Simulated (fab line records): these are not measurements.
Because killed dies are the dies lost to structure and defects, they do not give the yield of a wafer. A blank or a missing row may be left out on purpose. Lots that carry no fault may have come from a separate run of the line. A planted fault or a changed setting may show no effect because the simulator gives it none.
Which tool was responsible? ; flow n5-finfet ; 7 lots with 21 wafers sampled at 4 steps, on a route of 1938 steps

WHAT THE GAUGES READ, wafer by wafer
N5_BEOL_M15_CD_MEAS_10: target cd 360 nm.
lot;measured;on;cd-nm (nm)
L940;day 11 18:40;cd-sem-02;357.5 358.9 358.4
L944;day 12 11:17;cd-sem-03;359.4 357.6 359.6
L948;day 13 14:01;cd-sem-02;361.5 361.0 364.6
L951;day 14 03:43;cd-sem-02;362.4 363.5 358.8
L955;day 16 05:36;cd-sem-03;- - -
L959;day 16 20:07;cd-sem-02;- - -
L961;day 17 06:07;cd-sem-02;354.8 359.2 361.1

WHICH TOOL RAN EACH LOT (tool, then ch and the chambers of the sampled wafers, then the start)
lot;N5_BEOL_M14_ANNEAL_48;N5_BEOL_M15_ILD_DEP_00;N5_BEOL_M15_DEVELOP_09
L940;rtp-anneal-02 ch 0, day 11 17:16;pecvd-04 ch 0,1, day 11 17:59;litho-track-04 ch 0, day 11 18:33
L944;rtp-anneal-02 ch 0, day 12 09:58;pecvd-02 ch 1,2, day 12 10:44;litho-track-04 ch 0, day 12 11:11
L948;rtp-anneal-01 ch 0, day 13 12:16;pecvd-04 ch 0,1,2, day 13 13:20;litho-track-05 ch 0, day 13 13:55
L951;rtp-anneal-02 ch 0, day 14 02:26;pecvd-04 ch 0,2, day 14 03:10;litho-track-05 ch 0, day 14 03:37
L955;rtp-anneal-02 ch 0, day 16 04:17;pecvd-04 ch 0,1, day 16 05:03;litho-track-05, day 16 05:29
L959;rtp-anneal-01 ch 0, day 16 18:40;pecvd-01 ch 0,1,2, day 16 19:26;litho-track-04, day 16 20:01
L961;rtp-anneal-02 ch 0, day 17 04:49;pecvd-01 ch 1,2, day 17 05:33;litho-track-01 ch 0, day 17 06:00
- N5_BEOL_M14_ANNEAL_48: time 90 s.
- N5_BEOL_M15_ILD_DEP_00: deposits SiO2 from TEOS/O2, target thk 1629.3 nm, time 346.1 s.
- N5_BEOL_M15_DEVELOP_09: develop time 45 s.

THE ANSWER, worked out from the rows above alone
Rule: what is usual is taken from the lots themselves. The widest of any qualifying gaps counts: lots, ordered by their means at a reading, are off when they make up no more than a third of the lots, leave a main group of 4 or more, and stand apart from it by 3 or more times the standard deviation of that group's means. Not used: any main group whose means are identical at the precision the tables above print for the reading. A lot without any number at a reading at which 4 lots or more have one is off too. The other lots that the step has rows for count as sound.
Off: L955, L959 (N5_BEOL_M15_CD_MEAS_10, cd-nm). Without a number there: L955, L959. The main group: mean 359.9 nm, standard deviation 1.7.
A tool fits if, at a process step before that reading, it ran every lot that is off, and no sound lot after the first of them. Those tools and the gauges at N5_BEOL_M15_CD_MEAS_10 are tried in the same way. Of those tried, none fits.

WHAT THE SIMULATOR HAD PUT IN
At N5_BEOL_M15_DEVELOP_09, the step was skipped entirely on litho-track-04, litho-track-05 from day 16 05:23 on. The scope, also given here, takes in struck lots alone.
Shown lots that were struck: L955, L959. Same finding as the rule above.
